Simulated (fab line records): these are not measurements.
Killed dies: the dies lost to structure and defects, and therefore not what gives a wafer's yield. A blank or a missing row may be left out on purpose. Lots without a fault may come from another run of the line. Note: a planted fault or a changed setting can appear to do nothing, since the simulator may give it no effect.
fab line records / flow n5_finfet
record: lots: 3 wafers: 9 last_day: 17
route steps=1938 shown BEOL_M11@1578 BEOL_M12@1602 BEOL_M15@1830 PASSIVATION@1936
lots untouched by any fault: they come from a run of this same line in which no faults occurred
start_h: start of the lot's first displayed wafer, in hours after the record's first day / wait_h: hours elapsed since this lot's preceding step / " same as the row above / L1.1+2: several wafers, shown together as one row / - either no value or no given start / * or withheld: withheld / < > ~ a bound
route shown NAME@n: a module of which the file shows steps, and the number in the route of the first / usual: the fault-free wafers' mean and standard deviation / same: alike in all rows / chamber/n: place in a boat / sites: readings site by site / _std_site: the values' standard deviation / _edge_site: mean of outer sites minus mean of inner sites / radius_mm: how far each site lies from the wafer's centre / mask NAME#n: copy n / behind: the tool/chamber that last shaped the wafer / hold: why the lot was held/for how many hours/how that ended / device: names the non-switching transistor (n, p or np) / end of line: at the end of the route, the tests of the same wafers / a step given without rows: its recipe and nothing more / killed: the dies lost at the first sort to structure and to defects; this is not the yield of the wafer / map: shows each die of a wafer: x if killed, . if not, _ if none is there
set.NAME: the setting as run; set.NAME@STEP: as run at that earlier step / model.NAME: the simulator's own value behind a step, which no gauge read
certain route steps with their lots: each step a table, each wafer a row
services: the hour from which a tool's chamber was out of use, counted from the record's first day as start_h (under 0 if before that day), plus the number of hours and why
== steps ==
step: N5_BEOL_M11_TRENCH_ETCH_37
recipe: chemistry: C4F6/O2 target_depth_a: 1488.3 target: SiCOH_lowk time_s: 48 ion_energy_ev: 250 pressure_mtorr: 30 source_w: 345 bias_w: 185 Ar_flow_sccm: 300 C4F6_flow_sccm: 10 O2_flow_sccm: 10
step: N5_BEOL_M11_ETCH_41
recipe: chemistry: CH3F/O2 target: SiCN target_depth_a: 426 taper_deg: 2 time_s: 86 ion_energy_ev: 120 mask_material: TiN pressure_mtorr: 30 source_w: 395 bias_w: 75 Ar_flow_sccm: 150 CH3F_flow_sccm: 30 O2_flow_sccm: 20
step: N5_BEOL_M11_STRIP_77
recipe: chemistry: N2/H2 time_s: 10 power_w: 450 temp_c: 40 pressure_mtorr: 20 rf_frequency_hz: 6e+07 bias_power_w: 7 n2_flow_sccm: 200 h2_flow_sccm: 200
step: N5_BEOL_M11_HM_STRIP_39
recipe: chemistry: peroxide_tin_strip material: TiN target_depth_a: 250 temp_c: 50 time_s: 158
step: N5_BEOL_M11_SRD_40
recipe: time_s: 30 temp_c: 23 rinse_liquid: diw dry: ipa_marangoni
step: N5_BEOL_M11_PRECLEAN_42
recipe: chemistry: residue_remover time_s: 60 temp_c: 40
step: N5_BEOL_M11_SRD_43
recipe: time_s: 30 temp_c: 23 rinse_liquid: diw dry: ipa_marangoni
step: N5_BEOL_M11_CURE_72
recipe: temp_c: 370 time_s: 120 ambient: DMADMS/He material: SiCOH_lowk
step: N5_BEOL_M11_DEGAS_44
recipe: ambient: vacuum temp_c: 250 time_s: 60
step: N5_BEOL_M11_PRE_CLEAN_45
recipe: gas: H2/He time_s: 30 temp_c: 250
step: N5_BEOL_M11_ALD_74
recipe: material: TaN target_thk_a: 20 temp_c: 275 ald_precursor_family: PDMAT ald_co_reactant: NH3 pressure_torr: 3 carrier_flow_sccm: 1500 pulse_time_s: 2 purge_time_s: 3 co_reactant_purge_time_s: 2 co_reactant_pulse_time_s: 3 ald_cycles: 40 precursor_vessel_temp_c: 75 precursor_vessel_pressure_torr: 26.25 precursor_vessel_carrier_sccm: 1000
usual: ald_cycles: 40/0 heater_power_w: 406/30
lot.wafer=L423.1 tool=ald_metal-02 chamber=0 start_h=238.81 wait_h=0.1 ald_cycles=40 heater_power_w=450 model.TaN_of_BEOL_M11_ALD_74.thk_nm=2
lot.wafer=L423.4 tool=ald_metal-02 chamber=2 start_h=238.81 wait_h=0.1 ald_cycles=40 heater_power_w=406 model.TaN_of_BEOL_M11_ALD_74.thk_nm=2
lot.wafer=L423.5 tool=ald_metal-02 chamber=1 start_h=238.81 wait_h=0.1 ald_cycles=40 heater_power_w=394 model.TaN_of_BEOL_M11_ALD_74.thk_nm=2
lot.wafer=L424.3 tool=ald_metal-02 chamber=3 start_h=257.24 wait_h=0.1 ald_cycles=66 heater_power_w=371 model.TaN_of_BEOL_M11_ALD_74.thk_nm=3.4
lot.wafer=L424.5 tool=ald_metal-02 chamber=2 start_h=257.24 wait_h=0.1 ald_cycles=40 heater_power_w=398 model.TaN_of_BEOL_M11_ALD_74.thk_nm=2
lot.wafer=L424.6 tool=ald_metal-02 chamber=1 start_h=257.24 wait_h=0.1 ald_cycles=40 heater_power_w=401 model.TaN_of_BEOL_M11_ALD_74.thk_nm=2
lot.wafer=L440.1 tool=ald_metal-02 chamber=1 start_h=347.48 wait_h=0.3 ald_cycles=40 heater_power_w=398 model.TaN_of_BEOL_M11_ALD_74.thk_nm=2
lot.wafer=L440.2 tool=ald_metal-02 chamber=3 start_h=347.48 wait_h=0.3 ald_cycles=40 heater_power_w=370 model.TaN_of_BEOL_M11_ALD_74.thk_nm=2
lot.wafer=L440.5 tool=ald_metal-02 chamber=1 start_h=347.48 wait_h=0.3 ald_cycles=40 heater_power_w=401 model.TaN_of_BEOL_M11_ALD_74.thk_nm=2
step: N5_BEOL_M11_SURFACE_TREAT_76
recipe: gas: Ar time_s: * ion_energy_ev: * ion_current_ma_cm2: 0.5 pressure_mtorr: * ar_flow_sccm: 30
step: N5_BEOL_M11_CVD_75
recipe: material: Co target_thk_a: 20 temp_c: withheld precursor: CCTBA/H2 pressure_torr: 30 time_s: 138.9
step: N5_BEOL_M11_SPUTTER_48
recipe: material: Cu target_thk_a: 120 temp_c: -20 bias_v: 60 power_w: 26000 chamber_pressure_pa: 0.13 time_s: 2
step: N5_BEOL_M11_ECD_50
recipe: material: Cu target_thk_a: 3180
step: N5_BEOL_M11_ANNEAL_51
recipe: temp_c: 225 time_s: 90 ambient: N2
step: N5_BEOL_M11_CMP_52
recipe: stop_on: SiCOH_lowk t_overpolish_s: 7 down_force_psi: 1 platen_rpm: 50 clearing_platen_down_force_psi: 1.5 clearing_platen_rpm: 50 post_cmp_clean: cu_alkaline target_thk_nm: 140 clearing_platen_pad_velocity_m_s: 0.99484 pad_velocity_m_s: 0.99484
usual: barrier_field_endpoint_s: 29.1/0.64 motor_current_A: 5.9/0.6
lot.wafer=L423.1 tool=cmp-01 chamber=2 start_h=240.53 wait_h=0.3 barrier_field_endpoint_s=29.2 motor_current_A=5.7
lot.wafer=L423.4 tool=cmp-01 chamber=1 start_h=240.53 wait_h=0.3 barrier_field_endpoint_s=30.7 motor_current_A=6.0
lot.wafer=L423.5 tool=cmp-01 chamber=3 start_h=240.53 wait_h=0.3 barrier_field_endpoint_s=29.2 motor_current_A=6.3
lot.wafer=L424.3 tool=cmp-01 chamber=2 start_h=259.26 wait_h=0.3 barrier_field_endpoint_s=31.3 motor_current_A=5.7
lot.wafer=L424.6 tool=cmp-01 chamber=3 start_h=259.26 wait_h=0.3 barrier_field_endpoint_s=28.3 motor_current_A=7.0
lot.wafer=L424.5 tool=cmp-01 chamber=0 start_h=259.26 wait_h=0.3 barrier_field_endpoint_s=28.7 motor_current_A=5.5
lot.wafer=L440.1 tool=cmp-04 chamber=0 start_h=349.84 wait_h=0.3 barrier_field_endpoint_s=28.3 motor_current_A=5.3
lot.wafer=L440.2 tool=cmp-04 chamber=3 start_h=349.84 wait_h=0.3 barrier_field_endpoint_s=28.6 motor_current_A=5.4
lot.wafer=L440.5 tool=cmp-04 chamber=1 start_h=349.84 wait_h=0.3 barrier_field_endpoint_s=28.7 motor_current_A=5.2
step: N5_BEOL_M11_PRE_CLEAN_55
recipe: gas: NH3 time_s: 15 temp_c: withheld rf_power_w: 300
step: N5_BEOL_M11_DEP_56
recipe: material: SiCN target_thk_a: 300 temp_c: withheld precursor: 3MS/NH3 pressure_torr: 3 rf_w: 675 time_s: 10.5
step: N5_BEOL_M12_ILD_DEP_00
recipe: material: SiOC target_thk_a: 6589.2 temp_c: 350 precursor: DEMS/O2 pressure_torr: 5 rf_w: 500 time_s: 130.7
step: N5_BEOL_M12_COAT_58
recipe: resist: BARC temp_c: 205 time_s: 60 spin_rpm: 1500 resist_thk_nm: 89
step: N5_BEOL_M12_COAT_04
recipe: spin_rpm: 1625 resist_thk_nm: 400
step: N5_BEOL_M12_EBR_06
recipe: solvent: PGMEA ebr_width_mm: 1.5
step: N5_BEOL_M12_SOFTBAKE_05
recipe: temp_c: 130 time_s: 60
step: N5_BEOL_M12_EXPOSE_07
recipe: mask_id: V11 na: 0.93 source_shape: conventional sigma_outer: 0.6 polarization: unpolarized attpsm_phase_deg: 180 dose_mj: 32.5
step: N5_BEOL_M12_PEB_08
recipe: peb_temp_c: 130 peb_time_s: 90
step: N5_BEOL_M12_DEVELOP_09
recipe: develop_time_s: 45 rinse_liquid: diw dry: air_spin dev_temp_c: 21
step: N5_BEOL_M12_HARDBAKE_14
recipe: temp_c: 130 time_s: 120
step: N5_BEOL_M12_DESCUM_15
recipe: chemistry: O2 time_s: 7.9 source_power_w: 50 bias_power_w: 20 pressure_mtorr: 20 rf_frequency_hz: 2.712e+07 temp_c: 40 o2_flow_sccm: 225
step: N5_BEOL_M12_ETCH_59
recipe: chemistry: N2/H2 target: BARC target_depth_a: 890 overetch_a: 267 time_s: 67.9 ion_energy_ev: 200 pressure_mtorr: 30 source_w: 840 bias_w: 150 n2_flow_sccm: 200 h2_flow_sccm: 200
step: N5_BEOL_M12_VIA_ETCH_16
recipe: chemistry: C4F8/O2/Ar target: SiOC pressure_mtorr: 30 source_w: 3000 bias_w: 700 Ar_flow_sccm: 400 C4F8_flow_sccm: 15 O2_flow_sccm: 8 he_inner_torr: 15 he_outer_torr: 30 target_depth_a: 7248 time_s: withheld ion_energy_ev: 250 ends: cleared
step: N5_BEOL_M12_STRIP_63
recipe: chemistry: N2/H2 power_w: 1000 temp_c: 250 h2_frac: 0.65 overash_fraction: 0.3 pressure_mtorr: 1000 n2_flow_sccm: 1750 h2_flow_sccm: 3250
step: N5_BEOL_M12_STRIP_64
recipe: chemistry: N2/H2 power_w: 1000 temp_c: 250 h2_frac: 0.65 overash_fraction: 0.3 pressure_mtorr: withheld n2_flow_sccm: 1750 h2_flow_sccm: 3250
step: N5_BEOL_M15_RC_MEAS_101
usual: COMB_M10: 1.47e-11/2.9e-12 COMB_M11: 1.5e-11/3e-12 COMB_M12: 6.4e-12/1.5e-12 COMB_M13: 5e-12/1.2e-12 COMB_M14: 3.7e-12/9.3e-13 COMB_M15: 2.6e-12/7.6e-13 COMB_M5: 3.5e-11/7.8e-12 COMB_M6: 2.6e-11/5.3e-12 COMB_M7: 2.6e-11/5.3e-12 COMB_M8: 2.5e-11/5e-12 COMB_M9: 1.41e-11/2.9e-12 SERP_M10: 3.08/0.08 SERP_M10_max_site: 3.17/0.085 SERP_M11: 3.06/0.07 SERP_M11_max_site: 3.15/0.075 SERP_M12: 0.644/0.014 SERP_M13: 0.308/0.0053 SERP_M14: 0.162/0.0036 SERP_M5: 38.4/1.4 SERP_M6: 13.9/0.43 SERP_M6_max_site: 14.5/0.54 SERP_M7: 13.7/0.47 SERP_M8: 13.8/0.51 SERP_M9: 3.08/0.065
lot.wafer=L423.1 tool=prober-01 chamber=0 start_h=272.40 wait_h=0.0 COMB_M10[S/m]=1.76e-11 COMB_M11[S/m]=1.7e-11 COMB_M12[S/m]=7.2e-12 COMB_M13[S/m]=5.9e-12 COMB_M14[S/m]=4.4e-12 COMB_M15[S/m]=2.2e-12 COMB_M5[S/m]=3.5e-11 COMB_M6[S/m]=3.3e-11 COMB_M7[S/m]=2.3e-11 COMB_M8[S/m]=3.1e-11 COMB_M9[S/m]=1.44e-11 SERP_M10[ohm/um]=3.04 SERP_M10_max_site[ohm/um]=3.09 SERP_M11[ohm/um]=3.03 SERP_M11_max_site[ohm/um]=3.15 SERP_M12[ohm/um]=0.641 SERP_M13[ohm/um]=0.313 SERP_M14[ohm/um]=0.157 SERP_M5[ohm/um]=38.6 SERP_M6[ohm/um]=13.7 SERP_M6_max_site[ohm/um]=14.6 SERP_M7[ohm/um]=13.0 SERP_M8[ohm/um]=14.1 SERP_M9[ohm/um]=2.98
lot.wafer=L423.4 tool=prober-01 chamber=0 start_h=272.40 wait_h=0.0 COMB_M10[S/m]=1.21e-11 COMB_M11[S/m]=1.9e-11 COMB_M12[S/m]=7e-12 COMB_M13[S/m]=7.5e-12 COMB_M14[S/m]=5.1e-12 COMB_M15[S/m]=3.3e-12 COMB_M5[S/m]=3.8e-11 COMB_M6[S/m]=3.2e-11 COMB_M7[S/m]=2.7e-11 COMB_M8[S/m]=2.1e-11 COMB_M9[S/m]=1.46e-11 SERP_M10[ohm/um]=3.19 SERP_M10_max_site[ohm/um]=3.28 SERP_M11[ohm/um]=3.01 SERP_M11_max_site[ohm/um]=3.09 SERP_M12[ohm/um]=0.665 SERP_M13[ohm/um]=0.308 SERP_M14[ohm/um]=0.154 SERP_M5[ohm/um]=38.7 SERP_M6[ohm/um]=13.4 SERP_M6_max_site[ohm/um]=13.7 SERP_M7[ohm/um]=13.2 SERP_M8[ohm/um]=14.6 SERP_M9[ohm/um]=3.10
lot.wafer=L423.5 tool=prober-01 chamber=0 start_h=272.40 wait_h=0.0 COMB_M10[S/m]=1.71e-11 COMB_M11[S/m]=2.1e-11 COMB_M12[S/m]=6.6e-12 COMB_M13[S/m]=7.1e-12 COMB_M14[S/m]=4.2e-12 COMB_M15[S/m]=2.6e-12 COMB_M5[S/m]=3.4e-11 COMB_M6[S/m]=3.4e-11 COMB_M7[S/m]=2.9e-11 COMB_M8[S/m]=2.5e-11 COMB_M9[S/m]=1.36e-11 SERP_M10[ohm/um]=3.00 SERP_M10_max_site[ohm/um]=3.11 SERP_M11[ohm/um]=3.09 SERP_M11_max_site[ohm/um]=3.15 SERP_M12[ohm/um]=0.663 SERP_M13[ohm/um]=0.305 SERP_M14[ohm/um]=0.156 SERP_M5[ohm/um]=36.9 SERP_M6[ohm/um]=14.0 SERP_M6_max_site[ohm/um]=15.4 SERP_M7[ohm/um]=12.4 SERP_M8[ohm/um]=14.2 SERP_M9[ohm/um]=3.00
lot.wafer=L424.3 tool=prober-02 chamber=0 start_h=284.84 wait_h=0.3 COMB_M10[S/m]=1.74e-11 COMB_M11[S/m]=1e-11 COMB_M12[S/m]=3.1e-12 COMB_M13[S/m]=5.6e-12 COMB_M14[S/m]=4.1e-12 COMB_M15[S/m]=2.4e-12 COMB_M5[S/m]=2.5e-11 COMB_M6[S/m]=1.1e-11 COMB_M7[S/m]=1.8e-11 COMB_M8[S/m]=2.3e-11 COMB_M9[S/m]=1.26e-11 SERP_M10[ohm/um]=3.01 SERP_M10_max_site[ohm/um]=3.07 SERP_M11[ohm/um]=3.37 SERP_M11_max_site[ohm/um]=3.45 SERP_M12[ohm/um]=0.673 SERP_M13[ohm/um]=0.299 SERP_M14[ohm/um]=0.161 SERP_M5[ohm/um]=36.9 SERP_M6[ohm/um]=13.7 SERP_M6_max_site[ohm/um]=14.1 SERP_M7[ohm/um]=14.0 SERP_M8[ohm/um]=14.0 SERP_M9[ohm/um]=3.16
lot.wafer=L424.5 tool=prober-02 chamber=0 start_h=284.84 wait_h=0.3 COMB_M10[S/m]=1.37e-11 COMB_M11[S/m]=1.4e-11 COMB_M12[S/m]=4.2e-12 COMB_M13[S/m]=5.9e-12 COMB_M14[S/m]=2.9e-12 COMB_M15[S/m]=2e-12 COMB_M5[S/m]=3e-11 COMB_M6[S/m]=1.9e-11 COMB_M7[S/m]=2.7e-11 COMB_M8[S/m]=1.7e-11 COMB_M9[S/m]=1.19e-11 SERP_M10[ohm/um]=3.20 SERP_M10_max_site[ohm/um]=3.25 SERP_M11[ohm/um]=2.94 SERP_M11_max_site[ohm/um]=3.08 SERP_M12[ohm/um]=0.659 SERP_M13[ohm/um]=0.308 SERP_M14[ohm/um]=0.161 SERP_M5[ohm/um]=37.9 SERP_M6[ohm/um]=13.9 SERP_M6_max_site[ohm/um]=14.4 SERP_M7[ohm/um]=13.8 SERP_M8[ohm/um]=14.3 SERP_M9[ohm/um]=3.15
lot.wafer=L424.6 tool=prober-02 chamber=0 start_h=284.84 wait_h=0.3 COMB_M10[S/m]=1.6e-11 COMB_M11[S/m]=1.4e-11 COMB_M12[S/m]=4.5e-12 COMB_M13[S/m]=4.1e-12 COMB_M14[S/m]=2.7e-12 COMB_M15[S/m]=2.1e-12 COMB_M5[S/m]=2.8e-11 COMB_M6[S/m]=2.2e-11 COMB_M7[S/m]=1.8e-11 COMB_M8[S/m]=1.9e-11 COMB_M9[S/m]=1.1e-11 SERP_M10[ohm/um]=3.02 SERP_M10_max_site[ohm/um]=3.06 SERP_M11[ohm/um]=3.11 SERP_M11_max_site[ohm/um]=3.28 SERP_M12[ohm/um]=0.659 SERP_M13[ohm/um]=0.300 SERP_M14[ohm/um]=0.163 SERP_M5[ohm/um]=37.5 SERP_M6[ohm/um]=14.3 SERP_M6_max_site[ohm/um]=14.5 SERP_M7[ohm/um]=13.4 SERP_M8[ohm/um]=13.7 SERP_M9[ohm/um]=3.20
lot.wafer=L440.1 tool=prober-02 chamber=0 start_h=384.76 wait_h=0.0 COMB_M10[S/m]=1.22e-11 COMB_M11[S/m]=1e-11 COMB_M12[S/m]=5.4e-12 COMB_M13[S/m]=3.8e-12 COMB_M14[S/m]=3e-12 COMB_M15[S/m]=2.6e-12 COMB_M5[S/m]=2.7e-11 COMB_M6[S/m]=2.5e-11 COMB_M7[S/m]=3.2e-11 COMB_M8[S/m]=2.6e-11 COMB_M9[S/m]=1.36e-11 SERP_M10[ohm/um]=3.11 SERP_M10_max_site[ohm/um]=3.21 SERP_M11[ohm/um]=3.01 SERP_M11_max_site[ohm/um]=3.09 SERP_M12[ohm/um]=0.658 SERP_M13[ohm/um]=0.309 SERP_M14[ohm/um]=0.158 SERP_M5[ohm/um]=38.2 SERP_M6[ohm/um]=13.3 SERP_M6_max_site[ohm/um]=13.7 SERP_M7[ohm/um]=13.4 SERP_M8[ohm/um]=13.6 SERP_M9[ohm/um]=3.07
lot.wafer=L440.2 tool=prober-02 chamber=0 start_h=384.76 wait_h=0.0 COMB_M10[S/m]=1.2e-11 COMB_M11[S/m]=1.3e-11 COMB_M12[S/m]=5.8e-12 COMB_M13[S/m]=5.4e-12 COMB_M14[S/m]=3.4e-12 COMB_M15[S/m]=1.7e-12 COMB_M5[S/m]=3.7e-11 COMB_M6[S/m]=2.4e-11 COMB_M7[S/m]=2.1e-11 COMB_M8[S/m]=2.9e-11 COMB_M9[S/m]=1.28e-11 SERP_M10[ohm/um]=3.11 SERP_M10_max_site[ohm/um]=3.17 SERP_M11[ohm/um]=3.05 SERP_M11_max_site[ohm/um]=3.12 SERP_M12[ohm/um]=0.627 SERP_M13[ohm/um]=0.316 SERP_M14[ohm/um]=0.159 SERP_M5[ohm/um]=38.1 SERP_M6[ohm/um]=13.9 SERP_M6_max_site[ohm/um]=14.6 SERP_M7[ohm/um]=13.4 SERP_M8[ohm/um]=14.7 SERP_M9[ohm/um]=3.12
lot.wafer=L440.5 tool=prober-02 chamber=0 start_h=384.76 wait_h=0.0 COMB_M10[S/m]=1.12e-11 COMB_M11[S/m]=1.5e-11 COMB_M12[S/m]=5e-12 COMB_M13[S/m]=6.1e-12 COMB_M14[S/m]=2.3e-12 COMB_M15[S/m]=1.8e-12 COMB_M5[S/m]=2.4e-11 COMB_M6[S/m]=1.9e-11 COMB_M7[S/m]=2.7e-11 COMB_M8[S/m]=3.3e-11 COMB_M9[S/m]=1.3e-11 SERP_M10[ohm/um]=3.10 SERP_M10_max_site[ohm/um]=3.20 SERP_M11[ohm/um]=3.07 SERP_M11_max_site[ohm/um]=3.18 SERP_M12[ohm/um]=0.635 SERP_M13[ohm/um]=0.308 SERP_M14[ohm/um]=0.158 SERP_M5[ohm/um]=39.9 SERP_M6[ohm/um]=14.0 SERP_M6_max_site[ohm/um]=14.5 SERP_M7[ohm/um]=14.1 SERP_M8[ohm/um]=13.6 SERP_M9[ohm/um]=3.06
sites SERP_M11 radius_mm=0,75,75,75,75,140,140,140,140
L423.1 3.15 3.03 3.07 3.07 3.05 2.92 3.02 3.00 2.97
L424.3 3.34 3.38 3.43 3.42 3.45 3.37 3.29 3.36 3.33
L440.1 2.98 3.02 3.03 3.04 3.09 2.94 3.01 2.88 2.99
step: N5_PASSIVATION_PROBE_49
usual: defect_limited_yield: 91.6/1.4 killed_at_M0_to_M3: 30/8.7 killed_at_M4_up: 14/5.4 killed_at_contacts: 11/6.4 killed_at_front_end: 40/12 killed_at_other: 3/3.1 killed_dies: 99/17 killed_on_rim: 13/3.8 killed_open: 64/12 killed_short: 33/8.1 sort_bin_5_function: 4.9/0.88 sort_bin_6_memory: 3.1/0.69 sort_n_pass: 1081/17 sort_yield_pct: 91.6/1.4
same: gross_dies: 1180 killed_at_back_side: 0 sort_bin_4_leakage[%]: 0 sort_bin_8_speed[%]: 0
lot.wafer=L423.1 tool=prober-01 chamber=- start_h=288.04 wait_h=0.0 defect_limited_yield[%]=92.5 killed_at_M0_to_M3=41 killed_at_M4_up=7 killed_at_contacts=2 killed_at_front_end=37 killed_at_other=1 killed_dies=88 killed_on_rim=6 killed_open=58 killed_short=27 sort_bin_5_function[%]=3.9 sort_bin_6_memory[%]=3.5 sort_n_pass=1092 sort_yield_pct[%]=92.5
lot.wafer=L423.4 tool=prober-01 chamber=- start_h=288.19 wait_h=0.2 defect_limited_yield[%]=92.3 killed_at_M0_to_M3=39 killed_at_M4_up=15 killed_at_contacts=4 killed_at_front_end=33 killed_at_other=0 killed_dies=91 killed_on_rim=18 killed_open=55 killed_short=34 sort_bin_5_function[%]=4.8 sort_bin_6_memory[%]=2.6 sort_n_pass=1089 sort_yield_pct[%]=92.3
lot.wafer=L423.5 tool=prober-01 chamber=- start_h=288.24 wait_h=0.2 defect_limited_yield[%]=90.3 killed_at_M0_to_M3=25 killed_at_M4_up=11 killed_at_contacts=8 killed_at_front_end=70 killed_at_other=1 killed_dies=115 killed_on_rim=12 killed_open=73 killed_short=39 sort_bin_5_function[%]=5.0 sort_bin_6_memory[%]=4.0 sort_n_pass=1065 sort_yield_pct[%]=90.3
lot.wafer=L424.3 tool=prober-02 chamber=- start_h=299.23 wait_h=0.1 defect_limited_yield[%]=92.1 killed_at_M0_to_M3=31 killed_at_M4_up=6 killed_at_contacts=17 killed_at_front_end=37 killed_at_other=2 killed_dies=93 killed_on_rim=14 killed_open=62 killed_short=30 sort_bin_5_function[%]=4.4 sort_bin_6_memory[%]=3.4 sort_n_pass=1087 sort_yield_pct[%]=92.1
lot.wafer=L424.5 tool=prober-02 chamber=- start_h=299.33 wait_h=0.2 defect_limited_yield[%]=92.0 killed_at_M0_to_M3=19 killed_at_M4_up=12 killed_at_contacts=4 killed_at_front_end=53 killed_at_other=6 killed_dies=94 killed_on_rim=11 killed_open=55 killed_short=37 sort_bin_5_function[%]=4.7 sort_bin_6_memory[%]=2.8 sort_n_pass=1086 sort_yield_pct[%]=92.0
lot.wafer=L424.6 tool=prober-02 chamber=- start_h=299.38 wait_h=0.3 defect_limited_yield[%]=93.8 killed_at_M0_to_M3=32 killed_at_M4_up=1 killed_at_contacts=10 killed_at_front_end=28 killed_at_other=2 killed_dies=73 killed_on_rim=10 killed_open=53 killed_short=20 sort_bin_5_function[%]=3.7 sort_bin_6_memory[%]=2.3 sort_n_pass=1107 sort_yield_pct[%]=93.8
lot.wafer=L440.1 tool=prober-02 chamber=- start_h=399.95 wait_h=0.0 defect_limited_yield[%]=89.5 killed_at_M0_to_M3=32 killed_at_M4_up=19 killed_at_contacts=9 killed_at_front_end=59 killed_at_other=5 killed_dies=124 killed_on_rim=23 killed_open=82 killed_short=38 sort_bin_5_function[%]=6.9 sort_bin_6_memory[%]=3.5 sort_n_pass=1056 sort_yield_pct[%]=89.5
lot.wafer=L440.2 tool=prober-02 chamber=- start_h=400.00 wait_h=0.1 defect_limited_yield[%]=92.0 killed_at_M0_to_M3=28 killed_at_M4_up=16 killed_at_contacts=10 killed_at_front_end=38 killed_at_other=2 killed_dies=94 killed_on_rim=17 killed_open=62 killed_short=29 sort_bin_5_function[%]=4.3 sort_bin_6_memory[%]=3.5 sort_n_pass=1086 sort_yield_pct[%]=92.0
lot.wafer=L440.5 tool=prober-02 chamber=- start_h=400.15 wait_h=0.2 defect_limited_yield[%]=91.4 killed_at_M0_to_M3=23 killed_at_M4_up=12 killed_at_contacts=10 killed_at_front_end=53 killed_at_other=3 killed_dies=101 killed_on_rim=14 killed_open=69 killed_short=26 sort_bin_5_function[%]=5.4 sort_bin_6_memory[%]=3.0 sort_n_pass=1079 sort_yield_pct[%]=91.4
killed by level:class
L423.1 BEOL_M0_SAQP:geometric_particle:open=13 BEOL_M0_SAQP:geometric_particle:short=9 BEOL_M2:geometric_particle:open=8 FIN_SAQP:geometric_particle:open=7 GATE_CUT:geometric_particle:open=7 STARTING-WAFER:geometric_particle:open=5 BEOL_M3:geometric_particle:open=4 STI_FIN_REVEAL:geometric_particle:open=3
L423.4 FIN_SAQP:geometric_particle:short=13 BEOL_M2:geometric_particle:open=11 BEOL_M3:geometric_particle:open=7 BEOL_M0_SAQP:geometric_particle:short=6 FIN_SAQP:geometric_particle:open=5 BEOL_M0_SAQP:geometric_particle:open=5 BEOL_M4:geometric_particle:open=5 BEOL_M0:geometric_particle:open=4
L423.5 FIN_SAQP:geometric_particle:open=17 FIN_SAQP:geometric_particle:short=15 STI_FIN_REVEAL:geometric_particle:open=7 GATE_CUT:geometric_particle:short=7 BEOL_M3:geometric_particle:open=6 BEOL_M2:geometric_particle:open=6 GATE_CUT:geometric_particle:open=6 MOL_CONTACT_COAG:geometric_particle:open=6
L424.3 MOL_CONTACT_COAG:geometric_particle:open=14 DUMMY_GATE:geometric_particle:open=9 BEOL_M1:geometric_particle:open=9 GATE_CUT:geometric_particle:short=6 BEOL_M0_SAQP:geometric_particle:open=6 STI_FIN_REVEAL:geometric_particle:open=5 BEOL_M2:geometric_particle:open=5 BEOL_M0_SAQP:geometric_particle:short=4
L424.5 FIN_SAQP:geometric_particle:short=14 FIN_SAQP:geometric_particle:open=11 DUMMY_GATE:geometric_particle:open=8 STI_FIN_REVEAL:geometric_particle:open=7 BEOL_M2:geometric_particle:open=4 GATE_CUT:geometric_particle:short=3 MOL_CONTACT_COAG:geometric_particle:open=3 BEOL_M0_SAQP:geometric_particle:short=3
L424.6 BEOL_M2:geometric_particle:open=11 MOL_CONTACT_COAG:geometric_particle:open=9 STI_FIN_REVEAL:geometric_particle:open=7 GATE_CUT:geometric_particle:short=5 BEOL_M0_SAQP:geometric_particle:open=5 BEOL_M0_SAQP:geometric_particle:short=5 BEOL_M1:geometric_particle:open=4 FIN_SAQP:geometric_particle:short=3
L440.1 STI_FIN_REVEAL:geometric_particle:open=17 FIN_SAQP:geometric_particle:open=12 BEOL_M2:geometric_particle:open=10 GATE_CUT:geometric_particle:short=9 BEOL_M4:geometric_particle:open=8 MOL_CONTACT_COAG:geometric_particle:open=7 FIN_SAQP:geometric_particle:short=5 BEOL_M0_SAQP:geometric_particle:short=5
L440.2 STI_FIN_REVEAL:geometric_particle:open=12 GATE_CUT:geometric_particle:short=9 MOL_CONTACT_COAG:geometric_particle:open=9 BEOL_M0_SAQP:geometric_particle:short=9 FIN_SAQP:geometric_particle:open=7 BEOL_M4:geometric_particle:open=7 BEOL_M0_SAQP:geometric_particle:open=6 BEOL_M2:geometric_particle:open=6
L440.5 STI_FIN_REVEAL:geometric_particle:open=13 MOL_CONTACT_COAG:geometric_particle:open=10 BEOL_M2:geometric_particle:open=9 FIN_SAQP:geometric_particle:short=8 FIN_SAQP:geometric_particle:open=8 DUMMY_GATE:geometric_particle:open=8 GATE_CUT:geometric_particle:short=8 BEOL_M0_SAQP:geometric_particle:open=4
== services ==
tool=cmp-01 chamber=- start_h=270.31 hours=5.3 kind=pm
tool=cmp-04 chamber=- start_h=270.59 hours=0.8 kind=repair
tool=cmp-04 chamber=- start_h=271.41 hours=0.5 kind=repair
tool=cmp-01 chamber=- start_h=281.91 hours=4.0 kind=pm
tool=cmp-01 chamber=- start_h=285.91 hours=- kind=consumable_replace:conditioner
tool=cmp-01 chamber=- start_h=285.91 hours=- kind=consumable_replace:pad
tool=cmp-01 chamber=- start_h=289.13 hours=0.9 kind=repair
tool=cmp-04 chamber=- start_h=307.46 hours=1.9 kind=repair
tool=cmp-01 chamber=- start_h=325.43 hours=0.5 kind=repair
tool=ald_metal-02 chamber=0 start_h=331.03 hours=30.8 kind=repair
tool=ald_metal-02 chamber=2 start_h=333.58 hours=10.6 kind=repair
== key ==
first_sign: step: N5_BEOL_M11_ALD_74 reading: ald_cycles direction: up sigmas: 99+ usual: * struck: *
effect: step: N5_BEOL_M11_CMP_52 reading: barrier_field_endpoint_s direction: up sigmas: 3.5 usual: 29.1 struck: 31.3
effect: step: N5_BEOL_M15_RC_MEAS_101 reading: SERP_M11 direction: up sigmas: 4.4 usual: 3.06 struck: 3.37
model_effect: step: N5_BEOL_M11_ALD_74 value: TaN_of_BEOL_M11_ALD_74.thk_nm without: 2 struck: 3.4
met_at N5_BEOL_M11_ALD_74
struck_wafers L424.3
onset_between 238.81 257.24
fault: kind: process_parameter_drift tool: ald_metal-02 chamber: - onset_h: 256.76 steps: N5_BEOL_M11_ALD_74 channel: ald_cycles offset: * shape: step end_h: 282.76 scope: struck_wafers_only acts_in: * stated: *
